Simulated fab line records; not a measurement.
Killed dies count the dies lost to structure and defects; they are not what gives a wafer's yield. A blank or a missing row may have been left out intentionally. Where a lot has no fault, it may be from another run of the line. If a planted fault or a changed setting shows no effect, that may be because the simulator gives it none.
Matching of chambers    flow n5 finfet    N5_DUMMY_GATE_HM_OPEN_21 on rie diel-03 has 4 sister chambers
The step chemistry CH3F/O2, target SiNx, target depth 120 nm, time 171.4 s. 8 wafers are shown with their chamber, then 9 later ones without.

== WAFERS PAIRED WITH THEIR CHAMBERS ==
wafer   chamber  drypump motor current A (A)  rf vpp V (V)
L077.5  0        5.2                          305
L078.5  3        6.4                          279
L079.3  1        5.8                          308
L079.4  2        6.6                          307
L079.6  0        5.3                          304
L084.2  2        6.6                          307
L084.4  3        6.4                          280
L084.6  1        5.8                          308

== WAFERS MISSING THEIR CHAMBER ==
wafer   drypump motor current A (A)  rf vpp V (V)
L085.1  5.8                          309
L085.2  6.4                          280
L085.6  6.4                          278
L088.1  6.4                          279
L088.2  5.3                          305
L088.3  6.6                          308
L093.1  5.2                          305
L093.5  6.6                          308
L093.6  5.3                          305

== THE CHAMBER EACH PASSED THROUGH ==
wafer   from the rows above  in truth
L085.1  1                    1
L085.2  3                    3
L085.6  3                    3
L088.1  3                    3
L088.2  0                    0
L088.3  2                    2
L093.1  0                    0
L093.5  2                    2
L093.6  0                    0
Correct placement for 9 of the 9. Number that these rows cannot place: 0. Wrongly placed: 0.
How it was worked out, from the rows above alone: a wafer's distance from a chamber is the root of the sum, over the readings, of the square of ((its reading less the chamber's mean) divided by the reading's scatter). If the next closest chamber is less than 2 further off than the closest, the wafer can't be placed; otherwise it belongs to the closest. Each chamber's mean is taken over the wafers shown for it. The scatter: the root of (the sum of the squares of (reading less its chamber's mean) over the shown wafers, divided by (wafers less chambers)).
